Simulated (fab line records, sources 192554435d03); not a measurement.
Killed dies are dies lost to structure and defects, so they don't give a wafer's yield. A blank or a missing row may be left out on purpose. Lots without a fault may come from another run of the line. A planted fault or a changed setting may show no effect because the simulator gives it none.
Chamber matching | flow n5_finfet | N5_ZERO_LAYER_ETCH_18 on rie_si-01: 4 sister chambers
The step etches Si in HBr/Cl2, target depth 120 nm, time 40 s. 14 wafers are shown with their chamber, then 7 later ones without.

WAFERS WITH THEIR CHAMBER
wafer  | chamber | throttle_valve_pct (%) | oes_product_au (a.u.) | rf_fwd_power_W (W)
L077.1 | 1       | 36.54                  | 0.998                 | 797.4
L077.2 | 3       | 36.21                  | 1.007                 | 792.8
L077.5 | 2       | 36.15                  | 0.988                 | 796.5
L079.3 | 2       | 36.15                  | 1.000                 | 796.3
L079.4 | 1       | 36.53                  | 1.011                 | 798.6
L079.6 | 3       | 36.20                  | 0.997                 | 799.7
L084.2 | 3       | 36.18                  | 1.007                 | 793.7
L084.4 | 0       | 36.60                  | 1.005                 | 793.5
L084.5 | 2       | 36.14                  | 1.004                 | 796.8
L089.1 | 0       | 36.59                  | 1.007                 | 796.6
L089.5 | 3       | 36.19                  | 1.005                 | 801.3
L089.6 | 2       | 36.15                  | 0.989                 | 794.5
L090.1 | 0       | 36.58                  | 1.007                 | 796.4
L090.3 | 2       | 36.14                  | 0.996                 | 797.5

SIGNATURES (means of the wafers above)
reading            | chamber 0 | chamber 1 | chamber 2 | chamber 3 | scatter within a chamber
throttle_valve_pct | 36.5900   | 36.5350   | 36.1460   | 36.1950   | 0.00933
oes_product_au     | 1.00633   | 1.00450   | 0.99540   | 1.00400   | 0.00589
rf_fwd_power_W     | 795.500   | 798.000   | 796.320   | 796.875   | 2.57
Rule: a wafer's distance from a chamber is the root of the sum, over the readings, of the square of ((its reading less the chamber's mean) divided by the reading's scatter). The wafer belongs to the nearest chamber; if the next one is less than 2 further off, it can't be placed. The scatter: the root of (the sum of the squares of (reading less its chamber's mean) over the shown wafers, divided by (wafers less chambers)).

WAFERS WITHOUT THEIR CHAMBER
wafer  | throttle_valve_pct (%) | oes_product_au (a.u.) | rf_fwd_power_W (W)
L090.4 | 36.55                  | 1.005                 | 796.9
L095.3 | 36.19                  | 1.016                 | 796.2
L095.4 | 36.60                  | 1.010                 | 795.3
L095.6 | 36.19                  | 0.999                 | 797.3
L097.1 | 36.56                  | 1.008                 | 795.6
L097.3 | 36.18                  | 1.003                 | 795.0
L097.5 | 36.61                  | 0.993                 | 795.1

WHICH CHAMBER EACH WENT THROUGH
wafer  | from the rows above     | in truth
L090.4 | 1                       | 1
L095.3 | 3                       | 3
L095.4 | 0                       | 0
L095.6 | 3                       | 3
L097.1 | can't be placed: 1 or 0 | 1
L097.3 | 3                       | 3
L097.5 | 0                       | 0
Placed correctly: 6 of 7. Can't be placed from these rows: 1 (the true chamber is among the candidates in 1). Placed wrongly: 0.
